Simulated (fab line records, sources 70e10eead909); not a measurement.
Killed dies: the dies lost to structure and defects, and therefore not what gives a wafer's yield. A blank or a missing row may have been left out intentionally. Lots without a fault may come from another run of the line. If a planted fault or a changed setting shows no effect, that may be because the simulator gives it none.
fab line records	flow nand_harc	part 1 of 2: steps 1 to 32 of 45
[record] lots = 5	wafers = 15	last_day = 33
route steps=1302 shown P_GATE@155
lots that met no fault: from a run of the same line without faults
start_h: the number of hours between the record's first day and the start of the first shown wafer of the lot	wait_h: time in hours since the lot's previous step	" unchanged from the row above	L1.1+2: several wafers, shown together as one row	- no value, or no start given	* or withheld: withheld	< > ~ a bound
route shown NAME@n: a module of which the file shows steps, and the number in the route of the first	usual: average and standard deviation across the fault-free wafers	same: alike in all rows	chamber/n: place in a boat	sites: readings site by site	_std_site: the values' standard deviation	_edge_site: the outer-site mean with the inner-site mean subtracted	radius_mm: for every site, how far away it sits from the centre of the wafer	mask NAME#n: copy n	behind: the tool/chamber that last shaped the wafer	hold: why the lot went on hold/how many hours it stayed there/how the hold came to an end	device: the n, p or np transistor that did not switch	end of line: at the end of the route, the tests of the same wafers	for a step that has no rows: nothing shown but its recipe	killed: dies that structure and defects cost at the first sort, which is not the same as the wafer's yield	map: a wafer's dies, x killed, . not, _ none there
set.NAME: the setting the step ran with; set.NAME@STEP: the setting that earlier step ran with	model.NAME: the simulator's own value behind a step, which no gauge read
a table for each step, a row for each wafer; lots at some steps of the route
services: a tool's chamber out of use, with start hour (start_h, from the record's first day; less than 0 if before it), hours out, and reason
[[steps]]
[step NHARC_P_GATE_ALD_36]
[recipe] target_thk_a = 200	pulse_time_s = 60	ald_cycles = 223	temp_c = 400	material = SiNx
[usual] heater_power_w = 843/73	precursor_pulse_height_rel = 1.000/0.021	susceptor_temp_C = 400.01/0.22
lot.wafer	tool	chamber	start_h	wait_h	heater_power_w	precursor_pulse_height_rel	susceptor_temp_C
L078.2	ald_sin-03	3	135.07	-	903	0.958	400.14
L078.5	"	3	139.30	-	914	0.981	399.87
L078.6	"	0	140.36	-	711	1.017	399.89
L088.3	ald_sin-04	3	251.62	-	824	1.017	399.97
L088.5	"	0	252.67	-	775	0.998	399.90
L088.6	"	1	253.72	-	903	0.989	399.72
L091.2	ald_sin-03	0	264.33	-	705	0.986	400.03
L091.1	"	1	265.39	-	838	1.003	400.04
L091.5	"	1	269.62	-	835	0.997	400.24
L095.2	ald_sin-04	1	304.41	-	894	1.018	399.61
L095.3	"	3	306.53	-	818	1.015	400.14
L095.5	"	2	309.71	-	811	0.994	400.13
L097.1	ald_sin-03	1	326.18	-	853	0.976	399.95
L097.3	"	0	329.38	-	721	0.992	399.91
L097.5	"	1	330.45	-	842	0.986	399.90
[step NHARC_P_GATE_ETCHBACK_37]
[recipe] target_depth_a = 345	time_s = 17.2	chf3_flow_sccm = 50	o2_flow_sccm = 10	ar_flow_sccm = 200	rf_w = 500	bias_w = 200	chemistry = CHF3/O2
[usual] drypump_motor_current_A = 5.7/0.41	mfc_ar_sccm = 200.0/0.65	oes_product_au = 0.95/0.034	rf_fwd_power_W = 491.8/2.2	rf_vpp_V = 371.3/2	showerhead_plenum_p_Torr = 2.44/0.085	throttle_valve_pct = 20.573/0.009
lot.wafer	tool	chamber	start_h	wait_h	drypump_motor_current_A	mfc_ar_sccm	oes_product_au	rf_fwd_power_W	rf_hours_counter_h	rf_vpp_V	showerhead_plenum_p_Torr	throttle_valve_pct
L078.2	rie_diel-04	3	-	-	5.4	201.3	1.00	492.1	6.5	370.7	2.41	20.594
L078.6	"	0	"	"	5.4	200.4	1.01	491.5	-	371.6	2.40	20.567
L078.5	"	1	"	"	6.0	199.9	1.01	494.6	-	374.4	2.58	20.571
L088.3	rie_diel-04	0	-	-	5.4	198.9	0.93	491.7	4.5	371.6	2.40	20.570
L088.6	"	0	"	"	5.4	199.7	0.93	489.8	-	370.8	2.40	20.579
L088.5	"	1	"	"	6.0	200.2	0.94	494.1	-	375.0	2.57	20.579
L091.2	rie_diel-09	2	-	-	5.7	199.8	0.94	492.9	6.7	369.3	2.37	20.585
L091.1	"	3	"	"	6.0	199.9	0.96	486.7	7.6	373.9	2.51	20.585
L091.5	"	0	"	"	5.7	200.1	0.95	491.5	-	374.2	2.54	20.565
L095.3	rie_diel-10	3	-	-	5.1	200.5	0.93	494.5	3.3	369.6	2.44	20.574
L095.2	"	0	"	"	5.8	199.6	0.92	490.5	3.0	370.2	2.35	20.564
L095.5	"	3	"	"	5.1	200.5	0.94	493.6	-	372.1	2.44	20.567
L097.1	rie_diel-04	3	-	-	5.4	200.8	0.97	492.5	9.0	371.8	2.41	20.584
L097.3	"	2	"	"	5.9	200.4	0.96	493.8	8.6	368.8	2.31	20.580
L097.5	"	0	"	"	5.4	199.9	0.95	491.9	-	370.0	2.40	20.583
[step NHARC_P_GATE_STRIP_101]
[recipe] time_s = 20	o2_flow_sccm = 500	ar_flow_sccm = 0	bias_w = 0	chemistry = O2
[usual] drypump_motor_current_A = 5.7/0.41	mfc_ar_sccm = 0.012/0.013	oes_product_au = 1.001/0.0098	rf_vpp_V = 57.9/0.92	showerhead_plenum_p_Torr = 3.58/0.12	throttle_valve_pct = 17.037/0.0085
lot.wafer	tool	chamber	start_h	wait_h	drypump_motor_current_A	mfc_ar_sccm	oes_product_au	rf_hours_counter_h	rf_vpp_V	showerhead_plenum_p_Torr	throttle_valve_pct
L078.2	rie_diel-04	1	144.70	0.1	6.0	0.032	1.002	5.9	57.7	3.78	17.037
L078.5	"	3	"	"	5.4	0	0.999	-	57.5	3.55	17.031
L078.6	"	0	"	"	5.4	0.016	1.000	-	57.6	3.53	17.033
L088.3	rie_diel-04	3	258.04	0.1	5.4	0	1.000	4.1	59.3	3.54	17.030
L088.6	"	3	"	"	5.5	0	1.002	-	57.9	3.54	17.044
L088.5	"	0	"	"	5.4	0.016	0.999	-	57.2	3.53	17.032
L091.1	rie_diel-09	3	273.96	0.1	6.0	0.003	1.011	7.6	57.6	3.69	17.035
L091.2	"	0	"	"	5.7	0.033	1.012	8.5	57.4	3.73	17.024
L091.5	"	1	"	"	6.7	0	0.993	-	57.6	3.45	17.041
L095.2	rie_diel-10	3	314.04	0.1	5.1	0	1.002	3.4	57.8	3.58	17.055
L095.3	"	1	"	"	5.9	0	1.014	2.9	58.1	3.51	17.028
L095.5	"	2	"	"	5.0	0.023	1.008	-	59.1	3.72	17.047
L097.3	rie_diel-04	2	335.86	0.1	5.8	0	0.992	8.6	58.1	3.40	17.032
L097.1	"	0	"	"	5.4	0.016	0.991	10.2	58.1	3.53	17.042
L097.5	"	2	"	"	5.8	0	0.998	-	58.5	3.40	17.030
[step NHARC_P_GATE_PRECLEAN_97]
[recipe] time_s = 600	temp_c = 120	chemistry = SPM
lot.wafer	tool	chamber	start_h	wait_h
L078.6+2+5	wet_bench-02	7,2,4	144.79	-
L088.6+3+5	wet_bench-02	1,4,5	258.14	-
L091.5+1+2	wet_bench-01	0,2,3	274.05	-
L095.2+3+5	wet_bench-07	7,0,2	314.16	-
L097.1+3+5	wet_bench-01	0,1,2	335.97	-
[step NHARC_P_GATE_SRD_98]
lot.wafer	tool	chamber	start_h	wait_h
L078.6+2+5	wet_bench-02	7,2,4	-	-
L088.6+3+5	wet_bench-02	1,4,5	-	-
L091.5+1+2	wet_bench-01	0,2,3	-	-
L095.2+3+5	wet_bench-07	7,0,2	-	-
L097.1+3+5	wet_bench-01	0,1,2	-	-
[step NHARC_P_GATE_PRECLEAN_99]
[recipe] time_s = *	temp_c = 50	bath_age_min = 0	chemistry = SC1
lot.wafer	tool	chamber	start_h	wait_h
L078.6+2+5	wet_bench-02	7,2,4	-	-
L088.6+3+5	wet_bench-02	1,4,5	-	-
L091.5+1+2	wet_bench-01	0,2,3	-	-
L095.2+3+5	wet_bench-07	7,0,2	-	-
L097.1+3+5	wet_bench-01	0,1,2	-	-
[step NHARC_P_GATE_SRD_100]
lot.wafer	tool	chamber	start_h	wait_h
L078.6+2+5	wet_bench-02	7,2,4	-	-
L088.6+3+5	wet_bench-02	1,4,5	-	-
L091.5+1+2	wet_bench-01	0,2,3	-	-
L095.2+3+5	wet_bench-07	7,0,2	-	-
L097.1+3+5	wet_bench-01	0,1,2	-	-
[step NHARC_P_GATE_DEHYDRATE_38]
[recipe] temp_c = 150	time_s = 120
lot.wafer	tool	chamber	start_h	wait_h
L078.2+5+6	litho_track-02	0	145.19	-
L088.3+5+6	litho_track-03	0	258.53	-
L091.1+2+5	litho_track-03	0	274.44	-
L095.2+3+5	litho_track-05	0	314.62	-
L097.1+3+5	litho_track-03	0	336.35	-
[step NHARC_P_GATE_HMDS_39]
[recipe] time_s = 30
lot.wafer	tool	chamber	start_h	wait_h
L078.2+5+6	litho_track-02	0	-	-
L088.3+5+6	litho_track-03	0	-	-
L091.1+2+5	litho_track-03	0	-	-
L095.2+3+5	litho_track-05	0	-	-
L097.1+3+5	litho_track-03	0	-	-
[step NHARC_P_GATE_COAT_40]
[recipe] spin_rpm = 3000
[usual] spin_speed_rpm = 3000.2/2.1
lot.wafer	tool	chamber	start_h	wait_h	spin_speed_rpm
L078.2	litho_track-02	0	-	-	3003.3
L078.5	"	0	"	"	2999.6
L078.6	"	0	"	"	3000.7
L088.3	litho_track-03	0	-	-	2999.3
L088.5	"	0	"	"	3000.9
L088.6	"	0	"	"	2999.3
L091.1	litho_track-03	0	-	-	3003.7
L091.2	"	0	"	"	3001.6
L091.5	"	0	"	"	2997.3
L095.2	litho_track-05	0	-	-	3000.7
L095.3	"	0	"	"	3001.4
L095.5	"	0	"	"	2998.9
L097.1	litho_track-03	0	-	-	2999.7
L097.3	"	0	"	"	3000.3
L097.5	"	0	"	"	2999.3
[step NHARC_P_GATE_SOFTBAKE_41]
[recipe] temp_c = 122	time_s = 95
lot.wafer	tool	chamber	start_h	wait_h
L078.2+5+6	litho_track-02	0	-	-
L088.3+5+6	litho_track-03	0	-	-
L091.1+2+5	litho_track-03	0	-	-
L095.2+3+5	litho_track-05	0	-	-
L097.1+3+5	litho_track-03	0	-	-
[step NHARC_P_GATE_EBR_42]
lot.wafer	tool	chamber	start_h	wait_h
L078.2+5+6	litho_track-02	0	-	-
L088.3+5+6	litho_track-03	0	-	-
L091.1+2+5	litho_track-03	0	-	-
L095.2+3+5	litho_track-05	0	-	-
L097.1+3+5	litho_track-03	0	-	-
[step NHARC_P_GATE_EXPOSE_43]
[recipe] na = 0.6	target_cd_nm = 720	dose_mj = 14.81	mask_id = P_NSD
lot.wafer	tool	chamber	start_h	wait_h	mask
L078.2+5+6	krf_scanner-02	0	145.46	-	P_NSD#0
L088.3+5+6	krf_scanner-03	0	258.81	-	P_NSD#0
L091.1+2+5	krf_scanner-03	0	274.59	-	P_NSD#0
L095.2+3+5	krf_scanner-02	0	314.77	-	P_NSD#0
L097.1+3+5	krf_scanner-02	0	336.62	-	P_NSD#0
[step NHARC_P_GATE_PEB_44]
[recipe] peb_temp_c = 118	peb_time_s = 85
[same] peb_time_s = 85
lot.wafer	tool	chamber	start_h	wait_h
L078.2+5+6	litho_track-05	0	145.53	0.1
L088.3+5+6	litho_track-05	0	258.87	0.1
L091.1+2+5	litho_track-05	0	274.65	0.1
L095.2+3+5	litho_track-03	0	314.83	0.1
L097.1+3+5	litho_track-03	0	336.68	0.1
[step NHARC_P_GATE_DEVELOP_45]
[recipe] time_s = 70
lot.wafer	tool	chamber	start_h	wait_h
L078.2+5+6	litho_track-05	0	-	-
L088.3+5+6	litho_track-05	0	-	-
L091.1+2+5	litho_track-05	0	-	-
L095.2+3+5	litho_track-03	0	-	-
L097.1+3+5	litho_track-03	0	-	-
[step NHARC_P_GATE_CD_MEAS_46]
[recipe] target_cd_nm = 720	landing_energy_ev = 500
[usual] cd_nm = 719.5/1.9
[same] landing_energy_ev = 500
lot.wafer	tool	chamber	start_h	wait_h	cd_nm
L078.2	cd_sem-02	0	145.62	-	717.0
L078.5	"	0	"	"	718.6
L078.6	"	0	"	"	716.7
L088.3	cd_sem-03	0	258.96	-	720.5
L088.5	"	0	"	"	718.1
L088.6	"	0	"	"	720.2
L091.1	cd_sem-03	0	274.74	-	718.1
L091.2	"	0	"	"	717.0
L091.5	"	0	"	"	718.5
L095.2	cd_sem-01	0	314.92	-	721.0
L095.3	"	0	"	"	716.9
L095.5	"	0	"	"	719.7
L097.1	cd_sem-02	0	336.77	-	718.0
L097.3	"	0	"	"	719.4
L097.5	"	0	"	"	715.6
[step NHARC_P_GATE_HARDBAKE_47]
[recipe] temp_c = 125	time_s = 80
lot.wafer	tool	chamber	start_h	wait_h
L078.2+5+6	litho_track-02	0	145.71	-
L088.3+5+6	litho_track-02	0	259.04	-
L091.1+2+5	litho_track-02	0	274.82	-
L095.2+3+5	litho_track-05	0	315.00	-
L097.1+3+5	litho_track-05	0	336.85	-
[step NHARC_P_GATE_DESCUM_48]
[recipe] time_s = 3	o2_flow_sccm = 200	ar_flow_sccm = 0	bias_power_w = 0	chemistry = O2
[usual] drypump_motor_current_A = 5.7/0.44	mfc_ar_sccm = 0.013/0.013	oes_product_au = 1.001/0.01	rf_vpp_V = 57.9/0.85	showerhead_plenum_p_Torr = 1.94/0.07	throttle_valve_pct = 11.310/0.0099
lot.wafer	tool	chamber	start_h	wait_h	drypump_motor_current_A	mfc_ar_sccm	oes_product_au	rf_hours_counter_h	rf_vpp_V	showerhead_plenum_p_Torr	throttle_valve_pct
L078.2	rie_diel-04	2	145.81	-	5.8	0	0.990	6.4	58.3	1.84	11.312
L078.5	"	0	"	"	5.4	0.016	1.018	-	57.6	1.92	11.318
L078.6	"	1	"	"	6.1	0.032	1.009	-	58.5	2.06	11.291
L088.3	rie_diel-10	3	259.16	-	5.1	0	1.023	0.1	58.5	1.94	11.298
L088.6	"	0	"	"	5.8	0.021	1.001	-	58.1	1.87	11.305
L088.5	"	1	"	"	5.9	0	1.006	-	57.0	1.90	11.305
L091.2	rie_diel-10	3	274.92	-	5.1	0	1.021	1.5	58.6	1.94	11.327
L091.1	"	1	"	"	5.9	0	1.010	0.8	58.2	1.90	11.307
L091.5	"	3	"	"	5.1	0	1.011	-	59.4	1.94	11.307
L095.3	rie_diel-09	0	315.08	-	5.7	0.033	1.013	9.7	57.9	2.03	11.317
L095.2	"	1	"	"	6.7	0	0.994	7.2	58.5	1.87	11.302
L095.5	"	0	"	"	5.7	0.033	1.002	-	57.3	2.03	11.313
L097.1	rie_diel-09	3	336.93	-	6.0	0.003	1.008	0.4	58.3	2.01	11.314
L097.3	"	0	"	"	5.7	0.033	0.979	0.3	58.1	2.03	11.310
L097.5	"	3	"	"	6.0	0.003	1.006	-	59.0	2.01	11.311
[step NHARC_P_GATE_IMPLANT_49]
[recipe] energy_kev = 30	dose_cm2 = 3e+15	tilt_deg = 7
[usual] beam_on_s = 31.3/0.7
lot.wafer	tool	chamber	start_h	wait_h	beam_on_s
L078.2	implanter-02	0	145.97	0.1	32.6
L078.5	"	0	"	"	32.2
L078.6	"	0	"	"	31.9
L088.3	implanter-02	0	259.33	0.2	31.1
L088.5	"	0	"	"	31.7
L088.6	"	0	"	"	31.7
L091.1	implanter-01	0	275.05	0.1	30.6
L091.2	"	0	"	"	30.4
L091.5	"	0	"	"	32.3
L095.2	implanter-02	0	315.25	0.2	32.9
L095.3	"	0	"	"	30.8
L095.5	"	0	"	"	31.7
L097.1	implanter-02	0	337.08	0.1	30.8
L097.3	"	0	"	"	32.1
L097.5	"	0	"	"	31.3
[step NHARC_P_GATE_STRIP_111]
[recipe] power_w = 1500	temp_c = 110	time_s = 250	chemistry = N2/H2
[usual] drypump_motor_current_A = 5.4/0.4	heater_power_w = 84/5.1
lot.wafer	tool	chamber	start_h	wait_h	drypump_motor_current_A	heater_power_w	rf_hours_counter_h
L078.2	plasma_asher-01	0	146.16	0.2	5.3	75	31
L078.6	"	0	"	"	5.3	77	-
L078.5	"	1	"	"	5.3	85	-
L088.3	plasma_asher-01	1	259.59	0.2	5.3	89	-
L088.6	"	1	"	"	5.3	89	-
L088.5	"	0	"	"	5.3	76	-
L091.2	plasma_asher-02	1	275.28	0.2	6.0	93	3
L091.1	"	0	"	"	4.8	83	3
L091.5	"	1	"	"	6.0	90	-
L095.2	plasma_asher-02	1	315.59	0.3	6.0	91	11
L095.3	"	0	"	"	4.8	80	-
L095.5	"	0	"	"	4.9	82	-
L097.1	plasma_asher-02	1	337.30	0.2	6.0	90	15
L097.3	"	0	"	"	4.8	80	-
L097.5	"	0	"	"	4.8	83	-
[step NHARC_P_GATE_STRIP_75]
[recipe] power_w = 1500	temp_c = 250	chemistry = O2
[usual] drypump_motor_current_A = 5.4/0.4	heater_power_w = 316/19
lot.wafer	tool	chamber	start_h	wait_h	drypump_motor_current_A	heater_power_w	rf_hours_counter_h
L078.2	plasma_asher-01	0	146.45	0.2	5.3	283	31
L078.6	"	0	"	"	5.4	292	-
L078.5	"	1	"	"	5.3	319	-
L088.3	plasma_asher-01	1	259.81	0.2	5.3	330	-
L088.6	"	1	"	"	5.3	335	-
L088.5	"	0	"	"	5.3	291	-
L091.2	plasma_asher-02	1	275.57	0.2	6.0	340	4
L091.1	"	0	"	"	4.9	312	4
L091.5	"	1	"	"	6.0	339	-
L095.2	plasma_asher-02	1	315.90	0.3	6.0	340	11
L095.3	"	0	"	"	4.9	306	-
L095.5	"	0	"	"	4.9	306	-
L097.1	plasma_asher-02	1	337.61	0.3	6.0	337	16
L097.3	"	0	"	"	4.8	300	-
L097.5	"	0	"	"	4.8	309	-
[step NHARC_P_GATE_STRIP_50]
[recipe] time_s = 900	temp_c = 130	chemistry = SPM
lot.wafer	tool	chamber	start_h	wait_h
L078.5+2+6	wet_bench-07	5,1,2	146.60	0.1
L088.6+5+3	wet_bench-02	2,3,5	259.96	0.1
L091.2+1+5	wet_bench-01	3,7,0	275.72	0.1
L095.3+2+5	wet_bench-02	1,4,5	316.05	0.1
L097.5+3+1	wet_bench-02	2,4,5	337.76	0.1
[step NHARC_P_GATE_DEHYDRATE_51]
[recipe] temp_c = 150	time_s = 120
lot.wafer	tool	chamber	start_h	wait_h
L078.2+5+6	litho_track-05	0	146.95	-
L088.3+5+6	litho_track-03	0	260.29	-
L091.1+2+5	litho_track-05	0	276.07	-
L095.2+3+5	litho_track-03	0	316.40	-
L097.1+3+5	litho_track-02	0	338.11	-
[step NHARC_P_GATE_HMDS_52]
[recipe] time_s = 30
lot.wafer	tool	chamber	start_h	wait_h
L078.2+5+6	litho_track-05	0	-	-
L088.3+5+6	litho_track-03	0	-	-
L091.1+2+5	litho_track-05	0	-	-
L095.2+3+5	litho_track-03	0	-	-
L097.1+3+5	litho_track-02	0	-	-
[step NHARC_P_GATE_COAT_53]
[recipe] spin_rpm = 3000
[usual] spin_speed_rpm = 3000.2/2.1
lot.wafer	tool	chamber	start_h	wait_h	spin_speed_rpm
L078.2	litho_track-05	0	-	-	2999.2
L078.5	"	0	"	"	2998.9
L078.6	"	0	"	"	3000.7
L088.3	litho_track-03	0	-	-	3000.3
L088.5	"	0	"	"	3002.4
L088.6	"	0	"	"	2999.8
L091.1	litho_track-05	0	-	-	3001.4
L091.2	"	0	"	"	3003.0
L091.5	"	0	"	"	3002.7
L095.2	litho_track-03	0	-	-	2995.1
L095.3	"	0	"	"	2997.7
L095.5	"	0	"	"	3000.3
L097.1	litho_track-02	0	-	-	2997.5
L097.3	"	0	"	"	3003.4
L097.5	"	0	"	"	2997.8
[step NHARC_P_GATE_SOFTBAKE_54]
[recipe] temp_c = 122	time_s = 95
lot.wafer	tool	chamber	start_h	wait_h
L078.2+5+6	litho_track-05	0	-	-
L088.3+5+6	litho_track-03	0	-	-
L091.1+2+5	litho_track-05	0	-	-
L095.2+3+5	litho_track-03	0	-	-
L097.1+3+5	litho_track-02	0	-	-
[step NHARC_P_GATE_EBR_55]
lot.wafer	tool	chamber	start_h	wait_h
L078.2+5+6	litho_track-05	0	-	-
L088.3+5+6	litho_track-03	0	-	-
L091.1+2+5	litho_track-05	0	-	-
L095.2+3+5	litho_track-03	0	-	-
L097.1+3+5	litho_track-02	0	-	-
[step NHARC_P_GATE_EXPOSE_56]
[recipe] na = 0.6	target_cd_nm = 720	dose_mj = 14.81	mask_id = P_PSD
lot.wafer	tool	chamber	start_h	wait_h	mask
L078.2+5+6	krf_scanner-02	0	147.10	-	P_PSD#0
L088.3+5+6	krf_scanner-03	0	260.57	-	P_PSD#0
L091.1+2+5	krf_scanner-02	0	276.34	-	P_PSD#0
L095.2+3+5	krf_scanner-02	0	316.67	-	P_PSD#0
L097.1+3+5	krf_scanner-01	0	338.25	-	P_PSD#0
[step NHARC_P_GATE_PEB_57]
[recipe] peb_temp_c = 118	peb_time_s = 85
[same] peb_time_s = 85
lot.wafer	tool	chamber	start_h	wait_h
L078.2+5+6	litho_track-03	0	147.17	0.1
L088.3+5+6	litho_track-03	0	260.63	0.1
L091.1+2+5	litho_track-02	0	276.41	0.1
L095.2+3+5	litho_track-03	0	316.74	0.1
L097.1+3+5	litho_track-05	0	338.32	0.1
[step NHARC_P_GATE_DEVELOP_58]
[recipe] time_s = 70
lot.wafer	tool	chamber	start_h	wait_h
L078.2+5+6	litho_track-03	0	-	-
L088.3+5+6	litho_track-03	0	-	-
L091.1+2+5	litho_track-02	0	-	-
L095.2+3+5	litho_track-03	0	-	-
L097.1+3+5	litho_track-05	0	-	-
[step NHARC_P_GATE_CD_MEAS_59]
[recipe] target_cd_nm = 720	landing_energy_ev = 500
[usual] cd_nm = 720.1/2
[same] landing_energy_ev = 500
lot.wafer	tool	chamber	start_h	wait_h	cd_nm
L078.2	cd_sem-02	0	147.26	-	722.5
L078.5	"	0	"	"	720.0
L078.6	"	0	"	"	718.3
L088.3	cd_sem-03	0	260.72	-	722.2
L088.5	"	0	"	"	720.7
L088.6	"	0	"	"	718.8
L091.1	cd_sem-02	0	276.50	-	722.4
L091.2	"	0	"	"	721.7
L091.5	"	0	"	"	723.7
L095.2	cd_sem-01	0	316.83	-	717.7
L095.3	"	0	"	"	715.5
L095.5	"	0	"	"	722.0
L097.1	cd_sem-03	0	338.41	-	722.6
L097.3	"	0	"	"	721.7
L097.5	"	0	"	"	721.4
[step NHARC_P_GATE_HARDBAKE_60]
[recipe] temp_c = 125	time_s = 80
lot.wafer	tool	chamber	start_h	wait_h
L078.2+5+6	litho_track-05	0	147.34	-
L088.3+5+6	litho_track-05	0	260.80	-
L091.1+2+5	litho_track-02	0	276.58	-
L095.2+3+5	litho_track-02	0	316.91	-
L097.1+3+5	litho_track-02	0	338.49	-
